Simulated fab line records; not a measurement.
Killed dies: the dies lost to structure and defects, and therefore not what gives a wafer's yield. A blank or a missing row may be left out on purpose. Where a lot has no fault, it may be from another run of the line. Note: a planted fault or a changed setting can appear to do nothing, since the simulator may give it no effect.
Chamber matching	flow nand harc	NHARC_A_WL_FILL_ETCHBACK_26 on rie si-05: 4 sister chambers
The step etches the open film in HBr, target depth 52 nm, time 13.3 s. 4 wafers are shown with their chamber, then 6 later ones without.

== WAFERS WITH THEIR CHAMBER ==
wafer	chamber	drypump motor current A (A)
L473.4	0	5.8
L473.6	3	5.5
L488.5	1	5.8
L488.6	2	5.4

== WAFERS WITHOUT THEIR CHAMBER ==
wafer	drypump motor current A (A)
L490.1	5.7
L490.2	5.8
L490.6	5.8
L491.3	5.5
L491.4	5.7
L491.5	5.8

== EACH ONE'S CHAMBER ==
wafer	from the rows above	in truth
L490.1	can't be placed: 0 or 1 or 3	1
L490.2	can't be placed: 0 or 1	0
L490.6	can't be placed: 0 or 1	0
L491.3	can't be placed: 3 or 2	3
L491.4	can't be placed: 0 or 1 or 3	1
L491.5	can't be placed: 0 or 1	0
Placed correctly: 0 of 6. From these rows, 6 cannot be placed; in 6 the true chamber is one of the candidates. Number placed wrongly: 0.
How it was worked out, from the rows above alone: a wafer's distance from a chamber is the root of the sum, over the readings, of the square of ((its reading less the chamber's mean) divided by the reading's scatter). The wafer belongs to the nearest chamber; if the next one is less than 2 further off, it can't be placed. The mean given for a chamber averages the wafers shown for that chamber. The scatter: with one shown wafer a chamber, the root of the mean of the squares of how far each hidden wafer lies from its nearest shown one.
